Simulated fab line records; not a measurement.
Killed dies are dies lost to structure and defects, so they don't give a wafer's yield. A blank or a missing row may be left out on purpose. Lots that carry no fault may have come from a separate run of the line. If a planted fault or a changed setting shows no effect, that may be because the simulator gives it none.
Comparing a struck lot with a sound one    flow nandHarc    39 steps out of a route of 1302
Sound: these wafers, L832.1, L832.2, L832.6. The struck wafers were L849.2, L849.3, L849.5. The cause comes at the end.
At each step with rows: each side's tool, then ch and its chambers, then its first start. Under that, the readings that differ: sound wafers    struck wafers    difference of the means    sigmas: that difference in standard deviations of wafers without a fault.
alike: a reading whose means differ by less than 2 such deviations, as well as words and numbers matching on both sides. not compared: withheld readings; readings where some wafer has no value; bounds like >300 that might hide an equal value; numbers whose values overlap and for which the record gives no deviation.
Wherever a step has rows on one side only, a row that says differs or no value, or a row with sigmas, the two part there. Non-overlapping numbers with no deviation appear without sigmas and do not part them. Lack of a reading on every wafer of one side parts them only where that side has two or more wafers.

NHARC_A_STAIRCASE_TRIM_189: chemistry O2, time 211.2 s.
  sound on rieDiel-10 ch 0,1,3; struck on rieDiel-10 ch 0,1,2
  alike: drypumpMotorCurrentA, oesProductAu, rfVppV, showerheadPlenumPTorr, throttleValvePct
  not compared: rfHoursCounterH
then, 5 steps without rows for these wafers: NHARC_A_STAIRCASE_ETCH_190 (etches the open film in C4F8/O2, target depth 100 nm, time 40.5 s); NHARC_A_STAIRCASE_TRIM_191 (chemistry O2, time 211.2 s); NHARC_A_STAIRCASE_ETCH_192 (etches the open film in C4F8/O2, target depth 100 nm, time 40.5 s); NHARC_A_STAIRCASE_TRIM_193 (chemistry O2, time 211.2 s); NHARC_A_STAIRCASE_ETCH_194 (etches the open film in C4F8/O2, target depth 100 nm, time 40.5 s).
NHARC_A_STAIRCASE_TRIM_196: chemistry O2, time 211.2 s.
  sound on rieDiel-13 ch 0,1,3, day 16 19:15; struck on rieDiel-10 ch 1,3, day 23 00:01
  alike: drypumpMotorCurrentA, oesProductAu, rfVppV, showerheadPlenumPTorr, throttleValvePct
  not compared: rfHoursCounterH
then, 4 steps without rows for these wafers: NHARC_A_STAIRCASE_ETCH_197 (etches the open film in C4F8/O2, target depth 100 nm, time 40.5 s); NHARC_A_STAIRCASE_TRIM_198 (chemistry O2, time 211.2 s); NHARC_A_STAIRCASE_ETCH_199 (etches the open film in C4F8/O2, target depth 100 nm, time 40.5 s); NHARC_A_STAIRCASE_TRIM_200 (chemistry O2, time 211.2 s).
NHARC_A_STAIRCASE_ETCH_201: etches the open film in C4F8/O2, target depth 100 nm, time 40.5 s.
  sound on rieDiel-13 ch 1,3, day 16 19:55; struck on rieDiel-10 ch 0,3, day 23 00:48
  alike: oesProductAu, rfVppV
  not compared: rfHoursCounterH
NHARC_A_STAIRCASE_TRIM_202: chemistry O2, time 211.2 s.
  sound on rieDiel-13 ch 0,2,3; struck on rieDiel-10 ch 1,2
  alike: drypumpMotorCurrentA, oesProductAu, rfVppV, showerheadPlenumPTorr, throttleValvePct
  not compared: rfHoursCounterH
then, 1 step without rows for these wafers: NHARC_A_STAIRCASE_ETCH_203 (etches the open film in C4F8/O2, target depth 100 nm, time 40.5 s).
NHARC_A_STAIRCASE_STRIP_205: strips in O2.
  sound on plasmaAsher-01 ch 0,1, day 16 20:19; struck on plasmaAsher-01 ch 0,1, day 23 01:24
  alike: drypumpMotorCurrentA, heaterPowerW
  not compared: rfHoursCounterH
then, 21 steps without rows for these wafers: NHARC_A_STAIRCASE_STRIP_206 (strips in SPM, time 900 s); NHARC_A_STAIRCASE_PRECLEAN_207 (cleans in SC1); NHARC_A_STAIRCASE_SRD_208; NHARC_A_STAIRCASE_DEHYDRATE_209 (time 120 s); NHARC_A_STAIRCASE_HMDS_210 (time 30 s); NHARC_A_STAIRCASE_COAT_211; NHARC_A_STAIRCASE_SOFTBAKE_212 (time 170 s); NHARC_A_STAIRCASE_EBR_213; NHARC_A_STAIRCASE_EXPOSE_214 (exposes mask STAIR 3); NHARC_A_STAIRCASE_PEB_215 (peb time 130 s); NHARC_A_STAIRCASE_DEVELOP_216 (time 140 s); NHARC_A_STAIRCASE_HARDBAKE_218 (time 140 s); NHARC_A_STAIRCASE_DESCUM_219 (chemistry O2, time 3 s); NHARC_A_STAIRCASE_TRIM_220 (chemistry O2, time 211.2 s); NHARC_A_STAIRCASE_ETCH_221 (etches the open film in C4F8/O2, target depth 100 nm, time 40.5 s); NHARC_A_STAIRCASE_TRIM_222 (chemistry O2, time 211.2 s); NHARC_A_STAIRCASE_ETCH_223 (etches the open film in C4F8/O2, target depth 100 nm, time 40.5 s); NHARC_A_STAIRCASE_TRIM_224 (chemistry O2, time 211.2 s); NHARC_A_STAIRCASE_ETCH_225 (etches the open film in C4F8/O2, target depth 100 nm, time 40.5 s); NHARC_A_STAIRCASE_TRIM_226 (chemistry O2, time 211.2 s); NHARC_A_STAIRCASE_ETCH_227 (etches the open film in C4F8/O2, target depth 100 nm, time 40.5 s).
NHARC_A_STAIRCASE_TRIM_229: chemistry O2, time 211.2 s.
  sound on rieDiel-13 ch 2,3, day 16 23:11; struck on rieDiel-13 ch 0,1,2, day 23 04:10
  alike: drypumpMotorCurrentA, oesProductAu, rfVppV, showerheadPlenumPTorr, throttleValvePct
  not compared: rfHoursCounterH
then, 1 step without rows for these wafers: NHARC_A_STAIRCASE_ETCH_230 (etches the open film in C4F8/O2, target depth 100 nm, time 40.5 s).
-- jump in the record: it breaks off in module A_STAIRCASE and resumes in module END (first step shown: number 1302 of the route), and 8 days separate the struck wafers' starts before and after --
NHARC_END_SORT_01:
  the record has rows for the struck wafers here (prober-01 ch 0, day 31 07:12) and none for the sound ones

## WHERE THEY PART
Within this record, at NHARC_END_SORT_01 only.

WHY: the cause the simulator had injected
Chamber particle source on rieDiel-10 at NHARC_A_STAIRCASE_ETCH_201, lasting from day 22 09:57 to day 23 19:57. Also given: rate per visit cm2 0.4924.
